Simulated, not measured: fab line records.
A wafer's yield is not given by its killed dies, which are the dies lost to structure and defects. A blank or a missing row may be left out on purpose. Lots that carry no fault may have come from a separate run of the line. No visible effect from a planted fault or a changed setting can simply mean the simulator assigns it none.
Which of the tools did it? | flow nand_harc | 7 lots, 21 wafers sampled, at 2 steps of a route of 1302

WHAT THE GAUGES READ, wafer by wafer
NHARC_A_CONTACT_CD_MEAS_53.
lot  | measured     | on        | cd_nm (nm)
L743 | day 22 10:39 | cd_sem-02 | 290.0 289.0 289.5
L744 | day 22 23:11 | cd_sem-02 | 289.1 288.8 289.2
L750 | day 24 05:23 | cd_sem-03 | 290.5 289.6 290.1
L751 | day 25 09:02 | cd_sem-02 | 289.2 290.5 289.9
L754 | day 25 23:31 | cd_sem-03 | 288.5 289.0 289.1
L759 | day 28 18:53 | cd_sem-01 | 289.5 289.2 289.3
L764 | day 30 16:07 | cd_sem-01 | 289.9 289.7 289.5

TOOL THAT RAN EACH LOT (tool first, then ch and the chambers of the sampled wafers, then the start)
lot  | NHARC_A_CONTACT_ETCH_120
L743 | har_cap_etch-03 ch 0,1, day 22 08:58
L744 | har_cap_etch-03 ch 0,1, day 22 21:30
L750 | har_cap_etch-02 ch 0,1, day 24 03:40
L751 | har_cap_etch-02 ch 0,1, day 25 07:22
L754 | har_cap_etch-01 ch 0,1, day 25 21:42
L759 | har_cap_etch-02 ch 0,1, day 28 17:13
L764 | har_cap_etch-01 ch 0,1, day 30 14:25
- NHARC_A_CONTACT_ETCH_120: etches the open film in C4F8/O2/Ar, time 190 s, target depth 1850 nm.

THE ANSWER, worked out from the rows above alone
Rule: usual is defined by the lots themselves. Put in order of their means at a reading, lots are off if they are a third of the lots or fewer, leave a main group of 4 or more, and stand apart from it by a gap of 3 or more times the standard deviation of the main group's means; of several such gaps the widest counts. If all means in a main group match to the digits the tables above print for the reading, that group is not used. Also off: a lot with no number at a reading for which 4 or more lots have one. All remaining lots with rows at the step are treated as sound.
No lot is off at any reading shown: from this, nothing can be told.

WHAT THE SIMULATOR PUT IN
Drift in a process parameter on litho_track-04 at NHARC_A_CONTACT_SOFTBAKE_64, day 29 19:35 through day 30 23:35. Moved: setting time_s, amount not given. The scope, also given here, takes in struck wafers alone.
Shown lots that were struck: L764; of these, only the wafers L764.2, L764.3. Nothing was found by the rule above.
